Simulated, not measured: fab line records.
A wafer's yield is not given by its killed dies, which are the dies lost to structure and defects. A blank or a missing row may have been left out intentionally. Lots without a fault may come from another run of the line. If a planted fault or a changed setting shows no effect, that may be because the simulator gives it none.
Which tool was responsible? -- flow nand harc -- 23 lots, 69 wafers sampled, at 2 steps of a route of 1302

WHAT THE GAUGES READ, wafer by wafer
NHARC_A_CHANNEL_HOLE_D1_CD_MEAS_10: the cd target is 100 nm.
lot,measured,on,cd nm (nm)
L074,day 8 16:02,cd sem-02,100.5 100.1 101.0
L075,day 8 15:52,cd sem-03,99.5 100.3 99.8
L076,day 9 11:50,cd sem-03,101.8 100.5 100.2
L077,day 9 13:14,cd sem-01,100.2 99.7 100.2
L078,day 9 20:56,cd sem-01,100.7 100.4 100.9
L079,day 10 16:08,cd sem-01,100.3 100.4 100.1
L080,day 10 15:26,cd sem-02,100.2 99.5 99.4
L081,day 11 10:38,cd sem-01,100.1 100.6 100.1
L082,day 11 20:31,cd sem-02,100.2 99.3 100.4
L083,day 12 06:24,cd sem-02,100.3 100.2 100.3
L084,day 12 15:51,cd sem-02,100.7 101.0 100.7
L085,day 13 01:30,cd sem-01,99.6 100.4 99.7
L086,day 13 05:45,cd sem-01,99.9 100.2 101.3
L087,day 14 05:08,cd sem-03,100.5 100.5 101.8
L088,day 14 14:50,cd sem-01,100.3 99.9 101.0
L089,day 14 14:39,cd sem-03,100.1 100.3 99.9
L090,day 15 07:49,cd sem-02,100.2 100.6 100.1
L091,day 15 19:37,cd sem-03,100.6 100.1 100.6
L092,day 15 20:32,cd sem-03,99.8 99.6 100.1
L093,day 16 04:02,cd sem-03,101.1 100.6 100.9
L094,day 17 03:33,cd sem-02,100.4 100.1 99.5
L096,day 17 20:42,cd sem-01,100.0 99.6 100.3
L097,day 18 04:41,cd sem-03,99.6 100.2 99.6

WHAT TOOL EACH LOT RAN ON (gives the tool, then ch and the chambers of the sampled wafers, and finally the start)
lot,NHARC_A_ZERO_WELL_RTA_16
L074,"rtp anneal-02 ch 0, day 7 03:34"
L075,"rtp anneal-02 ch 0, day 7 03:50"
L076,"rtp anneal-01 ch 0, day 7 16:07"
L077,"rtp anneal-01 ch 0, day 7 19:35"
L078,"rtp anneal-02 ch 0, day 8 08:37"
L079,"rtp anneal-02 ch 0, day 9 03:22"
L080,"rtp anneal-02 ch 0, day 9 04:55"
L081,"rtp anneal-01 ch 0, day 9 16:47"
L082,"rtp anneal-02 ch 0, day 10 03:31"
L083,"rtp anneal-02 ch 0, day 10 13:43"
L084,"rtp anneal-02 ch 0, day 10 22:11"
L085,"rtp anneal-01 ch 0, day 11 12:44"
L086,"rtp anneal-01 ch 0, day 11 15:34"
L087,"rtp anneal-02 ch 0, day 12 06:43"
L088,"rtp anneal-01 ch 0, day 12 20:01"
L089,"rtp anneal-01 ch 0, day 13 02:08"
L090,"rtp anneal-01 ch 0, day 13 15:04"
L091,"rtp anneal-02 ch 0, day 14 03:59"
L092,"rtp anneal-01 ch 0, day 14 08:19"
L093,"rtp anneal-02 ch 0, day 14 15:03"
L094,"rtp anneal-01 ch 0, day 15 11:29"
L096,"rtp anneal-02 ch 0, day 16 02:17"
L097,"rtp anneal-02 ch 0, day 16 15:33"
- NHARC_A_ZERO_WELL_RTA_16: time 10 s.

WHAT THE TOOLS THEMSELVES READ (means of the sampled wafers that have a number; where no wafer has one, the mark that the record gives instead)
NHARC_A_ZERO_WELL_RTA_16.
lot,tool,anneal temp c max,lamp power pct (%),lamp_zone_2_pct (%),lamp_zone_5_pct (%),wafer_temp_C_max
L074,rtp anneal-02,1006.5,24.0,24.0,24.0,1002.2
L075,rtp anneal-02,1005.3,24.0,24.0,24.0,1002.0
L076,rtp anneal-01,1003.3,28.0,28.1,28.0,1006.2
L077,rtp anneal-01,1003.6,28.1,28.0,28.1,1005.8
L078,rtp anneal-02,1006.2,23.9,23.9,23.9,1001.9
L079,rtp anneal-02,1006.5,23.9,24.0,24.0,1002.7
L080,rtp anneal-02,1006.5,23.9,23.9,23.9,1001.8
L081,rtp anneal-01,1003.3,28.1,28.1,28.1,1005.8
L082,rtp anneal-02,1006.5,24.0,24.0,24.0,1001.3
L083,rtp anneal-02,1007.3,24.0,23.9,24.0,1001.9
L084,rtp anneal-02,1006.8,23.9,24.0,23.9,1002.2
L085,rtp anneal-01,1003.1,28.0,28.0,28.0,1007.2
L086,rtp anneal-01,1003.3,28.0,28.0,28.0,1005.9
L087,rtp anneal-02,1006.6,24.0,24.0,24.0,1002.2
L088,rtp anneal-01,1003.5,28.0,28.1,28.0,1007.6
L089,rtp anneal-01,1002.8,28.0,28.0,28.0,1006.3
L090,rtp anneal-01,1003.4,28.1,28.1,28.0,1006.1
L091,rtp anneal-02,1005.9,23.9,24.0,24.0,1002.1
L092,rtp anneal-01,1003.6,28.1,28.1,28.1,1006.0
L093,rtp anneal-02,1007.4,24.0,24.0,24.0,1002.0
L094,rtp anneal-01,1002.9,28.1,28.1,28.1,1006.1
L096,rtp anneal-02,1007.8,24.0,24.0,24.0,1002.2
L097,rtp anneal-02,1006.8,24.0,23.9,24.0,1001.8

THE ANSWER, worked out from the rows above alone
Rule: usual is defined by the lots themselves. The widest of any qualifying gaps counts: lots, ordered by their means at a reading, are off when they make up no more than a third of the lots, leave a main group of 4 or more, and stand apart from it by 3 or more times the standard deviation of that group's means. If all means in a main group match to the digits the tables above print for the reading, that group is not used. A lot without any number at a reading at which 4 lots or more have one is off too. All remaining lots with rows at the step are treated as sound. The gauges are gone through in route order, then the tools' own readings, and for those a lot's mean is taken as printed above. The first step at which some lot is off is used, and at that step the reading that is off furthest; a lot without a number counts as furthest.
Across all readings shown, no lot is off: no conclusion can be drawn from this.

WHAT THE SIMULATOR HAD INSERTED
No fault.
